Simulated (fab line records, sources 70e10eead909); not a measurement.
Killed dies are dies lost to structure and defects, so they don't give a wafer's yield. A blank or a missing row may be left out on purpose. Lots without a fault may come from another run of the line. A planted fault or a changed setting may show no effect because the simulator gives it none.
fab line records | flow nand_harc | part 2 of 2: steps 5 to 6 of 6
record lots=21 wafers=63 last_day=24
route steps=1159 shown A_STAIRCASE@623
lots that met no fault: from a run of the same line without faults
start_h: hours from the record's first day to the start of the lot's first wafer shown | wait_h: hours since the lot's step before | " the same as in the row above | L1.1+2: a row that stands for several wafers | - no value, or no start given | * or withheld: withheld | < > ~ a bound
route shown NAME@n: a module of which the file shows steps, and the number in the route of the first | usual: mean/standard deviation of fault-free wafers | same: alike in all rows | chamber/n: place in a boat | sites: the reading at each site | _std_site: their standard deviation | _edge_site: outer sites' mean less inner sites' | radius_mm: how far each site lies from the wafer's centre | mask NAME#n: copy n | behind: the tool/chamber that last shaped the wafer | hold: why the lot was held/for how many hours/how that ended | device: the transistor (n, p or np) that didn't switch | end of line: the same wafers' tests at the end of the route | a step without rows: its recipe alone | killed: dies lost to structure and defects at the first sort, not the wafer's yield | map: a wafer's dies, x killed, . not, _ none there
set.NAME: the setting as run; set.NAME@STEP: as run at that earlier step | model.NAME: the simulator's own value behind a step, which no gauge read
steps of the route over a sample of lots; a table a step, a row a wafer
services: from which hour (start_h, from the record's first day; less than 0 if before it) a tool's chamber was out of use, for how many hours, and why
## steps
# step NHARC_A_STAIRCASE_ALD_415
# recipe target_thk_a=300 pulse_time_s=6 ald_cycles=300 temp_c=300 material=SiO2
# usual heater_power_w=470/54 precursor_pulse_height_rel=1.001/0.02
# columns lot.wafer tool chamber start_h wait_h heater_power_w precursor_pulse_height_rel
L075.2 ald_hk-02 3 267.46 1.2 445 0.984
L075.1 " 0 " " 412 1.032
L075.6 " 1 " " 475 0.992
L076.1 ald_hk-04 0 273.74 0.9 514 1.005
L076.4 " 1 " " 507 0.975
L076.5 " 0 275.58 2.7 503 1.030
L077.4 ald_hk-03 1 281.44 0.8 429 0.990
L077.3 " 0 " " 445 0.977
L077.5 " 2 " " 536 0.982
L078.2 ald_hk-03 3 283.77 1.3 350 0.976
L078.1 " 0 " " 449 1.014
L078.5 " 3 " " 361 1.009
L080.1 ald_hk-03 0 288.65 0.9 465 0.990
L080.4 " 1 " " 426 1.030
L080.6 " 0 " " 452 1.013
L079.3 ald_hk-04 3 288.82 0.1 519 1.011
L079.6 " 3 " " 525 1.027
L079.5 " 0 " " 515 1.012
L082.1 ald_hk-03 2 300.68 0.3 540 0.985
L082.3 " 3 " " 357 0.979
L082.5 " 1 " " 437 1.011
L083.2 ald_hk-04 3 303.29 0.5 518 1.015
L083.5 " 1 " " 488 1.029
L083.6 " 2 " " 440 1.012
L081.1 ald_hk-04 0 311.38 0.5 518 1.026
L081.2 " 1 " " 489 0.985
L081.5 " 3 " " 523 0.967
L085.1 ald_hk-03 1 322.50 0.1 435 1.001
L085.6 " 1 " " 440 1.017
L085.5 " 2 " " 529 0.992
L084.1 ald_hk-03 2 323.94 0.1 548 0.967
L084.4 " 1 " " 435 0.981
L084.5 " 2 " " 519 0.992
L086.4 ald_hk-03 3 336.74 0.3 372 1.016
L086.1 " 0 " " 450 1.017
L086.2 " 1 " " 462 0.997
L087.1 ald_hk-04 3 337.73 0.3 510 0.996
L087.3 " 0 " " 513 1.015
L087.5 " 2 " " 437 0.971
L088.2 ald_hk-04 0 344.60 0.8 523 0.967
L088.4 " 1 " " 508 0.974
L088.6 " 0 " " 520 1.012
L089.4 ald_hk-04 1 350.55 0.5 506 1.007
L089.6 " 3 " " 519 0.988
L089.5 " 0 " " 518 1.014
L091.1 ald_hk-02 1 364.08 0.3 454 1.044
L091.3 " 2 " " 523 1.022
L091.6 " 0 " " 418 1.022
L093.2 ald_hk-04 0 365.94 0.1 520 0.988
L093.3 " 2 " " 438 1.008
L093.1 " 3 " " 518 0.977
L092.3 ald_hk-02 2 367.63 0.1 531 0.998
L092.1 " 0 " " 411 0.993
L092.5 " 2 " " 518 0.999
L095.3 ald_hk-03 3 378.81 1.4 379 1.000
L095.6 " 2 " " 494 0.983
L095.5 " 3 " " 372 1.007
L097.1 ald_hk-04 0 393.36 0.1 550 1.026
L097.2 " 3 " " 509 1.026
L097.6 " 0 " " 552 1.026
L096.1 ald_hk-04 2 402.35 0.1 432 0.991
L096.4 " 0 " " 548 1.033
L096.6 " 3 " " 511 1.014
# step NHARC_A_STAIRCASE_DESCUM_443
# recipe time_s=3 o2_flow_sccm=200 ar_flow_sccm=0 bias_power_w=0 chemistry=O2
# usual drypump_motor_current_A=5.7/0.48 oes_product_au=0.995/0.0099 rf_vpp_V=57.9/0.85 showerhead_plenum_p_Torr=1.91/0.069 throttle_valve_pct=11.312/0.0089
# columns lot.wafer tool chamber start_h wait_h drypump_motor_current_A oes_product_au rf_hours_counter_h rf_vpp_V showerhead_plenum_p_Torr throttle_valve_pct
L075.2 rie_diel-12 2 304.80 - 5.5 1.011 38 57.3 1.91 11.302
L075.1 " 3 " " 4.7 0.994 38 57.8 1.86 11.325
L075.6 " 1 " " 6.0 0.966 - 58.2 1.98 11.319
L077.3 rie_diel-08 1 319.93 - 6.6 0.990 3 57.3 2.01 11.304
L077.4 " 3 " " 5.2 0.995 3 57.0 1.87 11.300
L077.5 " 1 " " 6.6 0.986 - 58.8 2.01 11.305
L076.1 rie_diel-06 0 320.10 - 5.2 0.995 27 59.8 1.87 11.315
L076.4 " 1 " " 5.9 0.987 24 57.1 1.98 11.317
L076.5 " 2 " " 6.1 0.998 - 56.5 1.95 11.323
L078.1 rie_diel-12 1 320.35 - 6.0 0.973 43 57.2 1.98 11.323
L078.2 " 3 " " 4.7 0.989 45 58.1 1.85 11.304
L078.5 " 1 " " 6.0 0.986 - 58.2 1.98 11.322
L080.1 rie_diel-06 2 327.41 - 6.1 1.005 31 59.2 1.95 11.324
L080.4 " 3 " " 6.1 0.982 29 58.3 1.99 11.316
L080.6 " 1 " " 5.9 0.984 - 58.5 1.98 11.329
L079.3 rie_diel-12 1 327.57 - 6.0 0.982 46 57.5 1.98 11.318
L079.6 " 0 " " 5.8 0.986 - 57.6 1.90 11.330
L079.5 " 1 " " 6.0 0.984 - 59.3 1.98 11.319
L083.2 rie_diel-08 3 340.75 - 5.2 0.999 10 57.2 1.87 11.305
L083.6 " 3 " " 5.2 0.992 - 58.3 1.87 11.311
L083.5 " 0 " " 5.8 0.995 - 57.7 1.84 11.307
L082.1 rie_diel-06 2 340.91 - 6.1 1.011 34 57.8 1.95 11.321
L082.3 " 3 " " 6.1 1.001 32 58.0 1.99 11.304
L082.5 " 2 " " 6.1 1.010 - 56.5 1.95 11.317
L081.1 rie_diel-08 3 352.51 - 5.2 0.998 16 59.1 1.87 11.311
L081.2 " 1 " " 6.6 0.994 14 59.0 2.00 11.305
L081.5 " 3 " " 5.2 0.992 - 57.4 1.87 11.314
L084.1 rie_diel-06 0 363.28 - 5.2 0.989 41 58.4 1.87 11.305
L084.4 " 2 " " 6.2 1.002 43 57.5 1.95 11.320
L084.5 " 0 " " 5.2 0.982 - 57.4 1.87 11.327
L085.1 rie_diel-08 1 363.44 - 6.5 0.997 18 57.6 2.00 11.312
L085.5 " 0 " " 5.7 1.009 - 57.6 1.84 11.302
L085.6 " 1 " " 6.5 1.007 - 58.2 2.00 11.319
L087.3 rie_diel-08 0 373.70 - 5.8 1.000 21 58.4 1.84 11.309
L087.1 " 2 " " 5.8 1.007 24 58.6 1.78 11.316
L087.5 " 3 " " 5.2 0.984 - 57.4 1.87 11.292
L086.1 rie_diel-12 0 373.86 - 5.8 1.000 55 57.8 1.90 11.304
L086.2 " 1 " " 6.0 0.986 60 59.7 1.98 11.312
L086.4 " 1 " " 6.0 0.978 - 58.0 1.98 11.330
L088.4 rie_diel-08 0 383.69 - 5.8 1.001 24 58.2 1.83 11.320
L088.2 " 1 " " 6.6 0.993 25 59.1 2.00 11.299
L088.6 " 0 " " 5.7 1.012 - 57.4 1.83 11.313
L089.6 rie_diel-06 1 384.05 - 5.8 0.979 - 59.6 1.97 11.324
L089.5 " 3 " " 6.1 0.999 - 58.7 1.99 11.326
L089.4 " 0 " " 5.2 0.997 - 55.9 1.87 11.306
L093.3 rie_diel-08 1 402.12 - 6.5 0.995 32 57.0 2.00 11.309
L093.2 " 2 " " 5.8 1.000 36 57.0 1.78 11.310
L093.1 " 0 " " 5.8 0.998 33 58.3 1.83 11.333
L092.3 rie_diel-06 0 402.63 - 5.2 0.996 57 57.3 1.87 11.313
L092.1 " 1 " " 5.9 0.982 57 59.0 1.97 11.314
L092.5 " 0 " " 5.2 0.997 - 57.6 1.87 11.317
L091.1 rie_diel-06 0 402.69 - 5.2 1.005 57 57.1 1.87 11.306
L091.3 " 3 " " 6.1 0.997 55 60.3 1.98 11.323
L091.6 " 0 " " 5.2 0.988 - 56.9 1.87 11.295
L095.3 rie_diel-08 0 413.55 - 5.8 1.002 39 58.6 1.83 11.310
L095.6 " 2 " " 5.8 1.008 - 57.9 1.78 11.316
L095.5 " 1 " " 6.6 0.993 - 57.9 2.00 11.329
L097.1 rie_diel-12 3 432.36 - 4.7 1.011 17 57.9 1.84 11.319
L097.2 " 0 " " 5.9 1.001 17 57.7 1.89 11.311
L097.6 " 3 " " 4.8 1.006 - 58.5 1.84 11.322
L096.4 rie_diel-08 3 442.84 - 5.2 1.001 39 56.8 1.86 11.311
L096.1 " 2 " " 5.8 1.009 54 57.0 1.77 11.322
L096.6 " 0 " " 5.8 1.001 - 58.4 1.82 11.322
## services
# columns tool chamber start_h hours kind
rie_diel-08 0 231.97 - clean
rie_diel-08 1 231.97 - clean
rie_diel-08 2 231.97 - clean
rie_diel-08 3 231.97 - clean
rie_diel-08 3 240.57 5.9 repair
rie_diel-06 - 241.21 9.0 pm
rie_diel-08 2 245.58 13.5 repair
ald_hk-02 - 256.30 1.3 repair
rie_diel-08 0 256.62 - clean
rie_diel-08 1 256.62 - clean
rie_diel-08 3 256.62 - clean
rie_diel-12 2 271.12 2.6 repair
rie_diel-08 0 281.12 - clean
rie_diel-08 1 281.12 - clean
rie_diel-06 - 289.23 1.7 repair
rie_diel-08 - 301.88 9.0 pm
rie_diel-06 1 302.71 4.0 repair
rie_diel-12 2 373.74 7.6 repair
rie_diel-12 - 379.46 9.0 pm
rie_diel-06 2 381.35 7.2 repair
rie_diel-06 3 412.97 5.3 repair
rie_diel-06 0 415.46 5.6 repair
rie_diel-06 - 418.30 9.0 pm
rie_diel-12 2 429.66 12.4 repair
